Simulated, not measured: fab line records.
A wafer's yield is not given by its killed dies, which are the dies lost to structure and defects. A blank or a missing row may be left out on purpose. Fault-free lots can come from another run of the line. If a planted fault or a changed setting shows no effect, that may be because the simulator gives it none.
fab line records	flow nand-harc
[record] lots = 11	wafers = 33	last-day = 34
route steps=1302 shown P_ZERO_WELL@19 END@1302
lots with no fault: from the same line, run without faults
start-h: hours from the record's first day to the start of the lot's first wafer shown	wait-h: time in hours since the lot's previous step	" the same as in the row above	L1.1+2: a single row standing in for several wafers	- value missing, or start not given	* or withheld: withheld	< > ~ a bound
route shown NAME@n: a module of which the file shows steps, and the number in the route of the first	usual: mean/standard deviation of fault-free wafers	same: alike in all rows	chamber/n: place in a boat	sites: readings site by site	_std_site: the standard deviation of these	_edge_site: outer sites' mean less inner sites'	radius-mm: for every site, how far away it sits from the centre of the wafer	mask NAME#n: copy n	behind: the last tool/chamber to shape the wafer	hold: why the lot went on hold/how many hours it stayed there/how the hold came to an end	device: transistor that didn't switch, given as n, p or np	end of line: tests of these same wafers at the route's end	a step with no rows: only its recipe	killed: at the first sort, the dies lost to defects and structure; wafer yield is something else	map: a wafer's dies, marking killed ones x, the rest . and places with no die _
set.NAME: setting as actually run; set.NAME@STEP: the setting as run at that earlier step	model.NAME: the simulator's own value behind a step, which no gauge read
route steps across a sampled set of lots; one table per step, one row per wafer
services: when a tool's chamber went out of use (start-h, in hours from the record's first day, below 0 if earlier), for how many hours, and the reason
[[steps]]
[step NHARC_P_ZERO_WELL_ETCH_63]
[recipe] target-depth-a = 1200	time-s = 40.1	hbr-flow-sccm = 150	cl2-flow-sccm = 50	rf-w = 400	icp-w = 400	bias-w = 100	chemistry = HBr/Cl2
[usual] bias-w = 100.03/0.3	drypump-motor-current-A = 5.7/0.45	oes-product-au = 1.000/0.012	throttle-valve-pct = 26.405/0.0095
lot.wafer	tool	chamber	start-h	wait-h	bias-w	drypump-motor-current-A	oes-product-au	rf-hours-counter-h	throttle-valve-pct
L297.2	rie-si-06	1	31.60	-	100.26	5.4	0.997	0.7	26.391
L297.6	"	3	"	"	99.71	5.3	1.008	-	26.400
L297.5	"	0	"	"	99.89	5.3	0.994	-	26.392
L300.2	rie-si-05	0	61.74	-	100.36	5.8	1.008	0.5	26.413
L300.6	"	2	"	"	99.89	6.0	1.006	-	26.401
L300.5	"	3	"	"	100.25	5.1	1.004	-	26.397
L301.1	rie-si-05	2	71.57	-	99.69	5.9	1.004	0.7	26.409
L301.5	"	3	"	"	100.04	5.0	0.995	-	26.415
L301.6	"	0	"	"	100.36	5.7	1.007	-	26.399
L302.2	rie-si-06	0	81.67	-	100.34	5.3	0.986	0.0	26.409
L302.1	"	1	"	"	99.83	5.4	0.983	0.0	26.402
L302.6	"	0	"	"	100.23	5.3	0.984	-	26.401
L303.3	rie-si-06	3	91.53	-	99.84	5.3	0.984	0.1	26.422
L303.2	"	0	"	"	99.92	5.3	0.978	0.1	26.395
L303.5	"	0	"	"	100.37	5.3	0.984	-	26.402
L305.3	rie-si-05	2	111.53	-	99.79	5.9	1.002	0.9	26.401
L305.1	"	0	"	"	100.24	5.8	1.009	0.8	26.397
L305.6	"	2	"	"	100.25	5.9	1.008	-	26.412
L313.2	rie-si-03	0	191.78	-	99.90	5.7	0.989	1.0	26.404
L313.6	"	1	"	"	99.97	6.5	0.992	-	26.404
L313.5	"	2	"	"	100.37	5.6	0.986	-	26.416
L314.1	rie-si-03	0	201.73	-	100.25	5.7	0.998	1.0	26.401
L314.6	"	1	"	"	100.04	6.5	0.987	-	26.394
L314.5	"	2	"	"	100.06	5.6	0.976	-	26.408
L315.1	rie-si-05	0	211.66	-	99.55	5.8	1.021	0.3	26.382
L315.3	"	2	"	"	99.68	5.9	1.013	0.4	26.392
L315.6	"	0	"	"	99.76	5.8	1.014	-	26.417
L317.3	rie-si-03	0	232.01	-	99.98	5.7	1.000	0.0	26.404
L317.2	"	2	"	"	99.99	5.6	0.997	0.0	26.398
L317.1	"	3	"	"	100.05	5.6	0.988	0.0	26.406
L319.1	rie-si-05	3	251.62	-	99.97	5.0	1.012	0.6	26.401
L319.6	"	2	"	"	99.91	5.9	1.009	-	26.399
L319.5	"	3	"	"	99.81	5.1	1.010	-	26.415
[step NHARC_P_ZERO_WELL_EXPOSE_21]
[recipe] na = 0.6	target-cd-nm = 720	dose-mj = 22.31	mask-id = P_NWELL
lot.wafer	tool	chamber	start-h	wait-h	mask
L297.2+5+6	krf-scanner-03	0	32.35	-	P_NWELL#0
L300.2+5+6	krf-scanner-03	0	62.49	-	P_NWELL#0
L301.1+5+6	krf-scanner-04	0	72.30	-	P_NWELL#0
L302.1+2+6	krf-scanner-02	0	82.43	-	P_NWELL#0
L303.2+3+5	krf-scanner-02	0	92.18	-	P_NWELL_R1#0
L305.1+3+6	krf-scanner-02	0	112.31	-	P_NWELL#0
L313.2+5+6	krf-scanner-02	0	192.57	-	P_NWELL#0
L314.1+5+6	krf-scanner-02	0	202.34	-	P_NWELL#0
L315.1+3+6	krf-scanner-02	0	212.29	-	P_NWELL#0
L317.1+2+3	krf-scanner-02	0	232.79	-	P_NWELL#0
L319.1+5+6	krf-scanner-02	0	252.42	-	P_NWELL#0
[step NHARC_P_ZERO_WELL_CD_MEAS_24]
[recipe] target-cd-nm = 720	landing-energy-ev = 500
[usual] cd-nm = 720.2/2.4
lot.wafer	tool	chamber	start-h	wait-h	hold	cd-nm
L297.2	cd-sem-03	0	32.51	-	-	721.2
L297.5	"	0	"	"	-	721.8
L297.6	"	0	"	"	-	723.2
L300.2	cd-sem-03	0	62.64	-	-	721.8
L300.5	"	0	"	"	-	721.1
L300.6	"	0	"	"	-	724.5
L301.1	cd-sem-03	0	72.45	-	-	717.2
L301.5	"	0	"	"	-	721.2
L301.6	"	0	"	"	-	718.1
L302.1	cd-sem-03	0	82.59	-	-	721.7
L302.2	"	0	"	"	-	723.0
L302.6	"	0	"	"	-	723.7
L303.2	cd-sem-03	0	92.34	-	await-dispo/0.2h/release	709.1
L303.3	"	0	"	"	await-dispo/0.2h/release	711.2
L303.5	"	0	"	"	await-dispo/0.2h/release	708.8
L303.2	cd-sem-03	0	-	-	-	708.9
L303.3	"	0	"	"	-	710.8
L303.5	"	0	"	"	-	708.4
L305.1	cd-sem-03	0	112.46	-	-	716.6
L305.3	"	0	"	"	-	717.1
L305.6	"	0	"	"	-	717.9
L313.2	cd-sem-02	0	192.72	-	-	717.1
L313.5	"	0	"	"	-	720.2
L313.6	"	0	"	"	-	718.0
L314.1	cd-sem-03	0	202.49	-	-	721.8
L314.5	"	0	"	"	-	719.8
L314.6	"	0	"	"	-	719.8
L315.1	cd-sem-02	0	212.45	-	-	721.4
L315.3	"	0	"	"	-	719.2
L315.6	"	0	"	"	-	719.9
L317.1	cd-sem-01	0	232.94	-	-	719.2
L317.2	"	0	"	"	-	719.8
L317.3	"	0	"	"	-	718.0
L319.1	cd-sem-02	0	252.58	-	-	719.0
L319.5	"	0	"	"	-	715.3
L319.6	"	0	"	"	-	717.1
[step NHARC_P_ZERO_WELL_DESCUM_39]
[recipe] time-s = 3	o2-flow-sccm = 200	ar-flow-sccm = 0	bias-power-w = 0	chemistry = O2
[usual] drypump-motor-current-A = 5.8/0.44	oes-product-au = 1.001/0.009	rf-vpp-V = 57.7/0.86	showerhead-plenum-p-Torr = 1.89/0.086	throttle-valve-pct = 11.311/0.0098
lot.wafer	tool	chamber	start-h	wait-h	drypump-motor-current-A	oes-product-au	rf-hours-counter-h	rf-vpp-V	showerhead-plenum-p-Torr	throttle-valve-pct
L297.2	rie-diel-02	3	34.35	-	5.9	0.988	50	57.8	1.79	11.292
L297.6	"	1	"	"	6.0	1.002	-	56.8	1.90	11.307
L297.5	"	2	"	"	5.1	0.991	-	57.2	1.82	11.303
L300.2	rie-diel-05	1	64.44	-	6.1	0.988	0	57.1	1.84	11.307
L300.6	"	1	"	"	6.1	0.983	-	57.2	1.84	11.319
L300.5	"	2	"	"	6.1	0.994	-	58.9	2.08	11.308
L301.1	rie-diel-05	1	74.25	-	6.0	0.988	4	57.5	1.84	11.318
L301.6	"	1	"	"	6.0	1.002	-	56.8	1.84	11.334
L301.5	"	2	"	"	6.1	0.993	-	59.1	2.08	11.297
L302.2	rie-diel-02	0	84.26	-	6.2	1.005	12	57.8	1.83	11.299
L302.1	"	3	"	"	5.9	0.993	11	57.3	1.79	11.306
L302.6	"	0	"	"	6.2	0.996	-	57.9	1.83	11.310
L303.3	rie-diel-02	2	100.64	-	5.1	1.006	10	57.7	1.81	11.323
L303.2	"	0	"	"	6.2	0.997	14	57.7	1.83	11.305
L303.5	"	3	"	"	5.9	0.993	-	55.7	1.79	11.320
L305.3	rie-diel-02	1	114.29	-	5.9	0.994	21	57.9	1.89	11.314
L305.1	"	0	"	"	6.2	1.010	22	56.8	1.83	11.303
L305.6	"	1	"	"	5.9	1.000	-	58.7	1.89	11.310
L313.2	rie-diel-02	0	194.56	-	6.2	1.010	49	57.7	1.82	11.322
L313.5	"	3	"	"	5.9	1.013	-	56.8	1.77	11.312
L313.6	"	0	"	"	6.2	1.014	-	58.8	1.82	11.322
L314.1	rie-diel-09	1	204.19	-	5.2	1.020	15	56.9	1.88	11.318
L314.6	"	3	"	"	5.0	0.993	-	58.8	2.00	11.314
L314.5	"	0	"	"	6.3	1.019	-	57.2	1.88	11.322
L315.1	rie-diel-02	3	214.15	-	5.9	1.008	55	56.9	1.77	11.320
L315.3	"	0	"	"	6.2	1.000	53	58.3	1.82	11.305
L315.6	"	2	"	"	5.1	1.003	-	58.6	1.80	11.318
L317.2	rie-diel-02	2	234.74	-	5.1	0.993	0	57.6	1.80	11.311
L317.1	"	0	"	"	6.2	1.001	1	57.8	1.82	11.331
L317.3	"	1	"	"	5.9	1.006	1	57.0	1.88	11.317
L319.1	rie-diel-02	2	254.44	-	5.1	0.993	7	57.6	1.80	11.317
L319.5	"	1	"	"	5.9	1.011	-	57.6	1.87	11.306
L319.6	"	2	"	"	5.1	0.996	-	56.9	1.80	11.319
[step NHARC_P_ZERO_WELL_DESCUM_54]
[recipe] time-s = 3	o2-flow-sccm = 200	ar-flow-sccm = 0	bias-power-w = 0	chemistry = O2
[usual] drypump-motor-current-A = 5.8/0.46	oes-product-au = 1.004/0.0089	rf-vpp-V = 57.6/0.85	showerhead-plenum-p-Torr = 1.89/0.074	throttle-valve-pct = 11.312/0.0085
lot.wafer	tool	chamber	start-h	wait-h	drypump-motor-current-A	oes-product-au	rf-hours-counter-h	rf-vpp-V	showerhead-plenum-p-Torr	throttle-valve-pct
L297.2	rie-diel-09	2	35.89	-	6.0	1.015	19	56.8	1.93	11.309
L297.6	"	2	"	"	6.0	1.008	-	58.3	1.93	11.317
L297.5	"	3	"	"	4.9	1.005	-	59.4	2.01	11.306
L300.2	rie-diel-02	2	66.08	-	5.1	1.014	4	57.6	1.81	11.305
L300.6	"	1	"	"	6.0	1.008	-	57.3	1.89	11.316
L300.5	"	2	"	"	5.1	1.008	-	57.3	1.81	11.326
L301.1	rie-diel-09	0	75.89	-	6.3	1.017	34	57.6	1.89	11.307
L301.6	"	0	"	"	6.3	1.020	-	58.1	1.89	11.311
L301.5	"	1	"	"	5.3	1.015	-	58.0	1.89	11.318
L302.2	rie-diel-02	0	85.79	-	6.2	1.000	12	57.9	1.83	11.317
L302.1	"	2	"	"	5.1	1.008	9	56.3	1.81	11.316
L302.6	"	0	"	"	6.2	0.992	-	58.8	1.83	11.313
L303.3	rie-diel-05	0	102.16	-	5.9	0.993	10	57.7	1.83	11.311
L303.2	"	1	"	"	6.0	0.980	9	57.7	1.84	11.316
L303.5	"	0	"	"	5.9	0.991	-	57.0	1.83	11.316
L305.1	rie-diel-02	0	115.83	-	6.2	1.018	23	57.7	1.83	11.311
L305.3	"	3	"	"	5.9	1.008	23	56.0	1.78	11.321
L305.6	"	1	"	"	5.9	1.006	-	58.1	1.89	11.304
L313.2	rie-diel-02	0	196.25	-	6.2	1.012	49	57.5	1.82	11.303
L313.6	"	2	"	"	5.1	1.001	-	57.4	1.80	11.307
L313.5	"	3	"	"	5.9	1.007	-	56.4	1.77	11.318
L314.1	rie-diel-09	3	205.83	-	5.0	0.998	17	57.1	2.00	11.320
L314.6	"	2	"	"	6.0	0.995	-	56.8	1.92	11.317
L314.5	"	3	"	"	5.0	1.001	-	59.2	1.99	11.321
L315.1	rie-diel-05	1	215.66	-	6.0	0.991	44	55.8	1.83	11.321
L315.3	"	2	"	"	6.1	1.000	50	57.2	2.06	11.309
L315.6	"	0	"	"	5.8	0.993	-	56.0	1.81	11.314
L317.2	rie-diel-02	3	236.39	-	5.9	1.004	1	58.0	2.08	11.324
L317.3	"	0	"	"	6.2	1.024	1	58.7	1.82	11.312
L317.1	"	1	"	"	6.0	1.019	1	55.8	1.88	11.305
L319.1	rie-diel-05	1	256.12	-	6.0	0.992	2	58.1	1.82	11.327
L319.5	"	0	"	"	5.8	0.997	-	57.1	1.81	11.312
L319.6	"	1	"	"	6.0	0.994	-	56.4	1.82	11.309
[step NHARC_END_SORT_01]
[recipe] temp-c = 25
[usual] killed-at-array = 54/18	killed-at-other = 0.7/0.87	killed-at-periphery = 3.7/2.5	killed-dies = 59/19	killed-open = 3.3/2	killed-short = 2.6/1.6
[same] gross-dies = 677
lot.wafer	tool	chamber	start-h	wait-h	killed-at-array	killed-at-other	killed-at-periphery	killed-dies	killed-open	killed-short
L301.1	prober-02	0	645.22	2.5	47	0	1	48	0	1
L301.5	prober-02	0	648.41	3.7	42	0	2	44	3	3
L301.6	prober-02	0	649.21	4.0	46	1	2	49	3	1
L314.1	prober-02	0	733.44	2.5	72	1	4	77	4	4
L314.5	prober-02	0	736.67	3.7	62	0	4	66	1	3
L314.6	prober-02	0	737.48	4.0	66	0	1	67	3	3
L317.1	prober-02	0	789.12	2.5	45	3	7	55	3	1
L317.2	prober-02	0	789.92	2.8	52	1	2	55	5	2
L317.3	prober-02	0	790.72	3.1	58	0	7	65	4	1
// killed by level:class
L301.1 A_CHANNEL_HOLE_D2:chamber-film-flake=22 A_STAIRCASE:chamber-film-flake=8 A_CHANNEL_HOLE_D1:chamber-film-flake=4 A_WL_FILL:chamber-film-flake=4 A_DECK1_JOINT:chamber-film-flake=3 A_CHANNEL_FILL_D1:chamber-film-flake=2 A_CONTACT:chamber-film-flake=2 A_ONON_D1:geometric-particle:short=1
L301.5 A_CHANNEL_HOLE_D2:chamber-film-flake=24 A_STAIRCASE:chamber-film-flake=4 A_CHANNEL_HOLE_D1:chamber-film-flake=3 A_CHANNEL_FILL_D1:chamber-film-flake=2 A_WL_FILL:chamber-film-flake=2 A_CONTACT:chamber-film-flake=2 P_CONTACT:geometric-particle:open=1 A_ONON_D1:geometric-particle:short=1
L301.6 A_CHANNEL_HOLE_D2:chamber-film-flake=22 A_STAIRCASE:chamber-film-flake=7 A_CHANNEL_HOLE_D1:chamber-film-flake=5 A_DECK1_JOINT:chamber-film-flake=3 P_GATE:chamber-film-flake=2 A_WL_FILL:chamber-film-flake=2 A_ONON_D2:geometric-particle:open=1 A_CHANNEL_HOLE_D2:geometric-particle:open=1
L314.1 A_CHANNEL_HOLE_D2:chamber-film-flake=25 A_SLIT:chamber-film-flake=24 A_CHANNEL_HOLE_D1:chamber-film-flake=8 A_WL_FILL:chamber-film-flake=4 A_M0:geometric-particle:open=2 A_CONTACT:chamber-film-flake=2 A_DECK1_JOINT:geometric-particle:short=1 A_ONON_D2:geometric-particle:open=1
L314.5 A_SLIT:chamber-film-flake=25 A_CHANNEL_HOLE_D2:chamber-film-flake=13 A_CHANNEL_HOLE_D1:chamber-film-flake=10 A_CONTACT:chamber-film-flake=6 A_WL_FILL:chamber-film-flake=3 A_STAIRCASE:chamber-film-flake=2 P_BONDPAD:geometric-particle:short=1 A_ONON_D2:geometric-particle:short=1
L314.6 A_SLIT:chamber-film-flake=29 A_CHANNEL_HOLE_D2:chamber-film-flake=16 A_CHANNEL_HOLE_D1:chamber-film-flake=10 A_CONTACT:chamber-film-flake=4 A_CHANNEL_FILL_D2:chamber-film-flake=2 P_M0:geometric-particle:open=1 A_ONON_D1:geometric-particle:short=1 A_CHANNEL_HOLE_D1:geometric-particle:short=1
L317.1 A_CHANNEL_HOLE_D1:chamber-film-flake=12 A_SLIT:chamber-film-flake=9 A_CONTACT:chamber-film-flake=9 A_STAIRCASE:chamber-film-flake=4 P_ZERO_WELL:chamber-film-flake=3 A_WL_FILL:chamber-film-flake=3 A_CHANNEL_FILL_D1:chamber-film-flake=2 A_CHANNEL_HOLE_D2:chamber-film-flake=2
L317.2 A_CHANNEL_HOLE_D1:chamber-film-flake=17 A_CONTACT:chamber-film-flake=9 A_STAIRCASE:chamber-film-flake=6 A_SLIT:chamber-film-flake=6 A_WL_FILL:chamber-film-flake=4 A_ONON_D2:geometric-particle:open=3 A_CHANNEL_FILL_D2:geometric-particle:short=2 A_SGD_CUT:chamber-film-flake=2
L317.3 A_CHANNEL_HOLE_D1:chamber-film-flake=16 A_SLIT:chamber-film-flake=10 A_CONTACT:chamber-film-flake=6 P_BONDPAD:chamber-film-flake=5 A_CHANNEL_FILL_D1:chamber-film-flake=5 A_WL_FILL:chamber-film-flake=5 A_SGD_CUT:chamber-film-flake=4 A_CHANNEL_HOLE_D2:chamber-film-flake=3
[[services]]
tool	chamber	start-h	hours	kind
rie-si-06	0	8.92	3.6	repair
rie-diel-09	1	40.98	2.6	repair
rie-si-03	-	44.00	9.0	pm
rie-diel-02	-	46.07	9.0	pm
rie-diel-05	-	52.75	9.0	pm
rie-si-03	-	64.96	0.3	repair
rie-si-06	-	72.00	9.0	pm
rie-diel-05	1	80.43	3.7	repair
rie-diel-02	3	85.52	4.8	repair
krf-scanner-02	-	94.00	4.0	pm
rie-diel-02	-	100.00	0.5	repair
rie-diel-05	2	101.30	4.5	repair
rie-diel-02	2	109.23	9.1	repair
rie-diel-02	1	116.10	7.6	repair
rie-diel-05	0	119.67	5.2	repair
rie-si-05	-	128.00	9.0	pm
rie-diel-02	1	128.59	4.1	repair
rie-diel-05	1	142.11	29.6	repair
rie-diel-09	-	143.82	9.0	pm
rie-diel-05	2	156.37	16.7	repair
rie-diel-05	0	172.33	6.0	repair
rie-diel-09	-	214.17	0.1	repair
rie-diel-02	-	223.29	9.0	pm
rie-diel-05	-	229.76	9.0	pm
[[key]]
[first-sign] step = NHARC_P_ZERO_WELL_EXPOSE_21	reading = mask	direction = changed
[effect] step = NHARC_P_ZERO_WELL_CD_MEAS_24	reading = visit	direction = added
met-at NHARC_P_ZERO_WELL_EXPOSE_21
struck-lots L303
tester-left-out L303
not-acting-at NHARC_P_ZERO_WELL_ETCH_63,NHARC_P_ZERO_WELL_DESCUM_39,NHARC_P_ZERO_WELL_DESCUM_54
onset-between 82.43 92.18
[fault] kind = wrong-mask	tool = any	chamber = -	onset-h = 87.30	steps = NHARC_P_ZERO_WELL_EXPOSE_21	aux-copy = P_NWELL_R1#0	cd-offset-nm = -14.79	scope = struck-lots-only
// tester-left-out: of these lots the tester's yield and bins aren't shown, on N5 and GAA mostly nor the transistor test; their killed dies are dies lost to structure and defects alone, not to doping, threshold or leakage, so they don't give the yield
